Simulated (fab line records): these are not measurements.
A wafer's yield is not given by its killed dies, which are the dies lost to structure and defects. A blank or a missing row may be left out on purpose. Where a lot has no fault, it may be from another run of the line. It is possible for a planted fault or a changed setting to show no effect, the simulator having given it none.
Matching of chambers	flow n5Finfet	4 sister chambers for N5_BEOL_M0_SAQP_ETCH_107 on rieDiel-06
The step etches SiNx in CH3F/O2, target depth 30 nm. 14 wafers are shown with their chamber, then 7 later ones without.

== WAFERS, EACH WITH ITS CHAMBER ==
wafer	chamber	showerheadPlenumPTorr (Torr)	drypumpMotorCurrentA (A)	throttleValvePct (%)
L076.3	2	2.07	5.2	16.41
L076.4	0	1.97	4.9	16.05
L076.6	3	1.92	5.3	16.68
L077.4	2	2.07	5.2	16.43
L077.5	2	2.07	5.2	16.41
L077.6	1	1.92	5.7	16.35
L080.2	2	2.07	5.2	16.43
L080.4	3	1.92	5.3	16.69
L080.5	3	1.92	5.3	16.71
L079.1	2	2.07	5.2	16.43
L079.4	1	1.92	5.7	16.37
L079.6	3	1.92	5.4	16.70
L084.1	0	1.96	4.9	16.08
L084.3	3	1.92	5.4	16.73

SIGNATURES, as means of the wafers listed above
reading	chamber 0	chamber 1	chamber 2	chamber 3	scatter within a chamber
showerheadPlenumPTorr	1.9650	1.9200	2.0700	1.9200	0.00224
drypumpMotorCurrentA	4.900	5.700	5.200	5.340	0.0346
throttleValvePct	16.0650	16.3600	16.4220	16.7020	0.0162
Rule: for a wafer and a chamber, the distance is found by dividing, reading by reading, the gap between the wafer's reading and the chamber's mean by the reading's scatter, squaring, summing and taking the root. The wafer belongs to the nearest chamber; if the next one is less than 2 further off, it can't be placed. The scatter: the root of (the sum of the squares of (reading less its chamber's mean) over the shown wafers, divided by (wafers less chambers)).

== WAFERS WHOSE CHAMBER IS MISSING ==
wafer	showerheadPlenumPTorr (Torr)	drypumpMotorCurrentA (A)	throttleValvePct (%)
L084.4	1.92	5.7	16.38
L088.2	1.91	5.3	16.73
L088.3	2.06	5.2	16.45
L088.6	2.06	5.2	16.47
L094.1	1.91	5.7	16.41
L094.3	1.91	5.4	16.75
L094.4	1.96	4.9	16.11

== WHICH CHAMBER EACH ONE RAN IN ==
wafer	from the rows above	in truth
L084.4	1	1
L088.2	3	3
L088.3	2	2
L088.6	2	2
L094.1	1	1
L094.3	3	3
L094.4	0	0
Correct placement for 7 of the 7. Can't be placed from these rows: 0. Number placed wrongly: 0.
